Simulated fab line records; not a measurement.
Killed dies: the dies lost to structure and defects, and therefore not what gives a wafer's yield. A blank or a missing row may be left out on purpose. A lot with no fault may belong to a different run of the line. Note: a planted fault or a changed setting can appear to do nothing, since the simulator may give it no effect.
fab line records	flow n5_finfet
record: lots: 10	wafers: 30	last_day: 18
route steps=1938 shown BEOL_M4@1089
lots that met no fault: from a run of the same line without faults
start_h: hours from the record's opening day to when the first of the lot's shown wafers began	wait_h: hours since the lot's step before	" unchanged from the row above	L1.1+2: a row that stands for several wafers	- either no value or no given start	* or withheld: withheld	< > ~ a bound
route shown NAME@n: names a module that has steps shown in the file, with the first one's number in the route	usual: mean/standard deviation taken from wafers without a fault	same: alike in all rows	chamber/n: place in a boat	sites: each site's reading	_std_site: the standard deviation of these	_edge_site: inner sites' mean taken away from outer sites' mean	radius_mm: how far each site lies from the wafer's centre	mask NAME#n: copy n	behind: tool/chamber where the wafer was last shaped	hold: why the lot was held/for how many hours/how that ended	device: whichever transistor did not switch (one of n, p or np)	end of line: tests of these same wafers at the route's end	for a step that has no rows: nothing shown but its recipe	killed: at the first sort, the dies lost to defects and structure; wafer yield is something else	map: a wafer's dies, x killed, . not, _ none there
set.NAME: the setting that was run; set.NAME@STEP: the one run at that earlier step	model.NAME: the simulator's own value behind a step, which no gauge read
a sample of lots followed through the steps of the route, with each step as a table and each wafer as a row
services: the hour from which a tool's chamber was out of use, counted from the record's first day as start_h (under 0 if before that day), plus the number of hours and why
== steps ==
step: N5_BEOL_M4_ANNEAL_82
recipe: temp_c: 400	time_s: 240	ambient: vacuum
usual: heater_power_w: 833/77	susceptor_temp_C_max: 401.0/0.32
lot.wafer	tool	chamber	start_h	wait_h	heater_power_w	susceptor_temp_C_max
L153.1	pvd_sputter-02	-	166.09	0.0	865	400.9
L153.4	"	-	"	"	800	401.1
L153.6	"	-	"	"	842	401.3
L154.3	pvd_sputter-03	-	168.41	0.0	853	401.2
L154.4	"	-	"	"	746	401.1
L154.5	"	-	"	"	830	401.1
L156.3	pvd_sputter-01	-	181.93	0.0	728	401.3
L156.4	"	-	"	"	913	400.5
L156.6	"	-	"	"	971	400.9
L159.1	pvd_sputter-01	-	198.15	0.0	741	401.5
L159.3	"	-	"	"	965	400.8
L159.6	"	-	"	"	747	401.4
L160.2	pvd_sputter-03	-	217.45	0.0	822	400.6
L160.4	"	-	"	"	711	401.0
L160.6	"	-	"	"	894	401.3
L168.4	pvd_sputter-03	-	284.04	0.0	830	400.6
L168.5	"	-	"	"	846	400.6
L168.6	"	-	"	"	891	400.7
L167.2	pvd_sputter-02	-	285.86	0.0	907	400.8
L167.5	"	-	"	"	834	401.1
L167.6	"	-	"	"	892	400.5
L173.1	pvd_sputter-01	-	293.77	0.0	893	400.5
L173.4	"	-	"	"	736	401.0
L173.6	"	-	"	"	746	401.1
L172.2	pvd_sputter-03	-	305.87	0.0	714	400.5
L172.5	"	-	"	"	885	400.8
L172.6	"	-	"	"	728	400.9
L174.1	pvd_sputter-01	-	315.28	0.0	746	400.9
L174.3	"	-	"	"	960	400.9
L174.4	"	-	"	"	912	401.1
step: N5_BEOL_M4_SPUTTER_88
recipe: material: Cu	target_thk_a: 45	temp_c: -20	chamber_pressure_pa: 0.07	power_w: withheld	time_s: 8.29
usual: throttle_valve_pct: 30.2/0.97
lot.wafer	tool	chamber	start_h	wait_h	throttle_valve_pct
L153.1	pvd_sputter-02	-	166.45	0.1	31.6
L153.4	"	-	"	"	28.2
L153.6	"	-	"	"	29.8
L154.3	pvd_sputter-03	-	168.77	0.1	28.6
L154.4	"	-	"	"	30.2
L154.5	"	-	"	"	28.7
L156.3	pvd_sputter-01	-	182.29	0.1	30.1
L156.4	"	-	"	"	31.8
L156.6	"	-	"	"	30.1
L159.1	pvd_sputter-01	-	198.51	0.1	30.0
L159.3	"	-	"	"	29.9
L159.6	"	-	"	"	30.1
L160.2	pvd_sputter-03	-	217.81	0.1	28.7
L160.4	"	-	"	"	30.2
L160.6	"	-	"	"	31.4
L168.4	pvd_sputter-03	-	284.40	0.1	28.8
L168.5	"	-	"	"	28.9
L168.6	"	-	"	"	31.2
L167.2	pvd_sputter-02	-	286.22	0.1	30.1
L167.5	"	-	"	"	31.9
L167.6	"	-	"	"	29.9
L173.1	pvd_sputter-01	-	294.13	0.1	31.9
L173.4	"	-	"	"	30.2
L173.6	"	-	"	"	30.0
L172.2	pvd_sputter-03	-	306.23	0.1	30.1
L172.5	"	-	"	"	31.3
L172.6	"	-	"	"	30.1
L174.1	pvd_sputter-01	-	315.64	0.1	29.9
L174.3	"	-	"	"	30.4
L174.4	"	-	"	"	31.8
step: N5_BEOL_M4_ANNEAL_89
recipe: temp_c: 400	time_s: 240	ambient: vacuum
usual: heater_power_w: 835/79	susceptor_temp_C_max: 401.0/0.35
lot.wafer	tool	chamber	start_h	wait_h	heater_power_w	susceptor_temp_C_max
L153.1	pvd_sputter-02	-	166.53	0.0	880	400.9
L153.4	"	-	"	"	825	401.3
L153.6	"	-	"	"	835	401.4
L154.3	pvd_sputter-03	-	168.85	0.0	834	400.8
L154.4	"	-	"	"	715	401.0
L154.5	"	-	"	"	824	400.6
L156.3	pvd_sputter-01	-	182.37	0.0	751	400.9
L156.4	"	-	"	"	897	401.0
L156.6	"	-	"	"	975	400.7
L159.1	pvd_sputter-01	-	198.59	0.0	741	401.7
L159.3	"	-	"	"	957	400.8
L159.6	"	-	"	"	743	400.9
L160.2	pvd_sputter-03	-	217.89	0.0	824	400.7
L160.4	"	-	"	"	724	401.3
L160.6	"	-	"	"	904	400.9
L168.4	pvd_sputter-03	-	284.48	0.0	844	401.0
L168.5	"	-	"	"	801	401.3
L168.6	"	-	"	"	916	401.7
L167.2	pvd_sputter-02	-	286.30	0.0	902	400.8
L167.5	"	-	"	"	870	400.4
L167.6	"	-	"	"	894	401.3
L173.1	pvd_sputter-01	-	294.21	0.0	907	400.6
L173.4	"	-	"	"	755	401.1
L173.6	"	-	"	"	743	400.8
L172.2	pvd_sputter-03	-	306.31	0.0	747	400.6
L172.5	"	-	"	"	876	400.8
L172.6	"	-	"	"	710	400.7
L174.1	pvd_sputter-01	-	315.72	0.0	723	401.3
L174.3	"	-	"	"	969	400.7
L174.4	"	-	"	"	918	401.0
step: N5_BEOL_M4_CO_CAP_55
recipe: material: Co	target_thk_a: 20	temp_c: 200	precursor: CCTBA/H2	pressure_torr: 30	time_s: 102.1
usual: heater_power_w: 235/9.2	run_length_s: 125.2/0.34
lot.wafer	tool	chamber	start_h	wait_h	heater_power_w	run_length_s
L153.1	cvd_co-01	2	168.20	0.0	228	125.3
L153.4	"	2	"	"	227	125.3
L153.6	"	1	"	"	250	125.2
L154.3	cvd_co-01	2	170.52	0.0	227	125.0
L154.4	"	1	"	"	245	125.2
L154.5	"	0	"	"	240	125.4
L156.3	cvd_co-01	1	184.41	0.0	242	125.3
L156.4	"	1	"	"	240	125.4
L156.6	"	2	"	"	227	125.1
L159.1	cvd_co-01	0	200.26	0.0	248	125.2
L159.3	"	2	"	"	228	66.3
L159.6	"	0	"	"	249	124.9
L160.2	cvd_co-01	1	219.55	0.0	246	125.1
L160.4	"	1	"	"	236	65.7
L160.6	"	2	"	"	234	125.3
L168.4	cvd_co-01	1	286.18	0.0	240	125.8
L168.5	"	0	"	"	254	124.8
L168.6	"	2	"	"	226	125.0
L167.2	cvd_co-01	2	287.96	0.0	233	125.2
L167.5	"	2	"	"	228	125.2
L167.6	"	1	"	"	237	124.9
L173.1	cvd_co-01	0	295.97	0.0	244	124.8
L173.4	"	2	"	"	229	125.2
L173.6	"	1	"	"	242	125.2
L172.2	cvd_co-01	0	307.98	0.0	245	125.0
L172.5	"	2	"	"	227	124.9
L172.6	"	1	"	"	246	125.3
L174.1	cvd_co-01	2	317.63	0.0	238	125.0
L174.3	"	1	"	"	235	125.0
L174.4	"	0	"	"	253	125.0
step: N5_BEOL_M4_RC_MEAS_101
usual: DIBL_N: 36.3/2	DIBL_P: 36.3/2.4	IOFF_N: 0.16/0.034	IOFF_P: 0.21/0.035	ION_N: 672/12	ION_P: 459/6.5	SS_N: 71.6/0.67	SS_P: 73.3/0.71	VT_N: 250/3.5	VT_P: -251/3
lot.wafer	tool	chamber	start_h	wait_h	DIBL_N[mV/V]	DIBL_P[mV/V]	IOFF_N[nA/um]	IOFF_P[nA/um]	ION_N[uA/um]	ION_P[uA/um]	SS_N[mV/dec]	SS_P[mV/dec]	VT_N[mV]	VT_P[mV]
L153.1	prober-02	0	168.43	0.0	35.2	33.4	0.12	0.18	658	453	71.4	72.0	252	-254
L153.4	"	0	"	"	37.8	36.8	0.17	0.23	676	464	71.9	73.4	248	-248
L153.6	"	0	"	"	35.8	34.4	0.14	0.19	672	459	71.5	72.6	252	-250
L154.3	prober-01	0	171.06	0.3	35.5	35.7	0.15	0.20	662	458	71.6	73.3	250	-251
L154.4	"	0	"	"	35.7	35.9	0.15	0.21	661	459	71.4	72.8	254	-251
L154.5	"	0	"	"	34.9	34.7	0.13	0.19	655	450	71.9	72.6	251	-251
L156.3	prober-02	0	184.97	0.3	35.0	34.4	0.14	0.18	666	453	71.1	73.2	249	-254
L156.4	"	0	"	"	33.2	31.5	0.10	0.13	647	440	70.8	72.8	256	-256
L156.6	"	0	"	"	33.3	32.3	0.11	0.15	650	452	70.9	72.7	256	-253
L159.1	prober-01	0	200.49	0.0	34.8	35.7	0.14	0.19	674	460	71.6	72.7	251	-250
L159.3	"	0	"	"	36.4	37.8	0.16	0.22	675	467	71.6	73.9	249	-249
L159.6	"	0	"	"	36.4	36.9	0.17	0.21	680	458	70.6	73.1	247	-251
L160.2	prober-02	0	219.97	0.2	31.6	31.6	0.11	0.16	650	451	71.4	72.7	258	-253
L160.4	"	0	"	"	33.2	33.4	0.13	0.18	660	457	70.7	72.2	252	-251
L160.6	"	0	"	"	33.5	34.0	0.14	0.20	668	458	71.6	73.1	251	-248
L168.4	prober-01	0	286.85	0.5	33.0	33.7	0.12	0.18	658	457	71.0	72.3	253	-250
L168.5	"	0	"	"	36.1	36.9	0.17	0.23	656	454	71.5	73.2	250	-248
L168.6	"	0	"	"	35.6	36.2	0.15	0.22	669	455	71.2	73.1	250	-251
L167.2	prober-01	0	288.35	0.2	40.2	39.4	0.22	0.27	683	469	72.0	74.3	245	-246
L167.5	"	0	"	"	37.9	37.2	0.17	0.22	667	463	71.9	74.1	249	-249
L167.6	"	0	"	"	37.9	36.3	0.16	0.21	667	457	71.3	74.1	251	-251
L173.1	prober-02	0	296.20	0.0	36.1	35.6	0.18	0.19	695	465	71.7	73.0	246	-253
L173.4	"	0	"	"	35.3	35.6	0.17	0.19	681	459	71.2	72.9	247	-252
L173.6	"	0	"	"	33.6	32.8	0.13	0.15	672	451	71.2	72.8	252	-256
L172.2	prober-02	0	308.36	0.2	36.9	37.5	0.17	0.21	678	459	71.0	73.6	248	-251
L172.5	"	0	"	"	34.1	33.3	0.12	0.14	659	448	70.7	72.5	255	-256
L172.6	"	0	"	"	39.1	39.4	0.21	0.23	682	458	72.3	73.4	246	-251
L174.1	prober-01	0	317.86	0.0	37.9	38.8	0.20	0.25	699	473	72.3	74.4	245	-248
L174.3	"	0	"	"	37.1	37.0	0.18	0.22	679	463	71.9	73.8	246	-249
L174.4	"	0	"	"	40.2	40.1	0.24	0.28	693	469	72.8	74.6	243	-250
== services ==
tool	chamber	start_h	hours	kind
pvd_sputter-02	-	197.53	7.5	repair
cvd_co-01	2	232.36	3.2	repair
== key ==
first_sign: step: N5_BEOL_M4_CO_CAP_55	reading: run_length_s	direction: down	sigmas: 99+	usual: *	struck: *
effect none on later readings
met_at N5_BEOL_M4_CO_CAP_55
struck_lots L159,L160
struck_wafers L159.3,L160.4
not_acting_at N5_BEOL_M4_ANNEAL_82,N5_BEOL_M4_SPUTTER_88,N5_BEOL_M4_ANNEAL_89
onset_between 184.41 200.26
fault: kind: process_parameter_drift	tool: cvd_co-01	chamber: -	onset_h: 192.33	steps: N5_BEOL_M4_CO_CAP_55	channel: time_s	offset: *	shape: step	end_h: 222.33	scope: struck_wafers_only	acts_in: *	stated: *
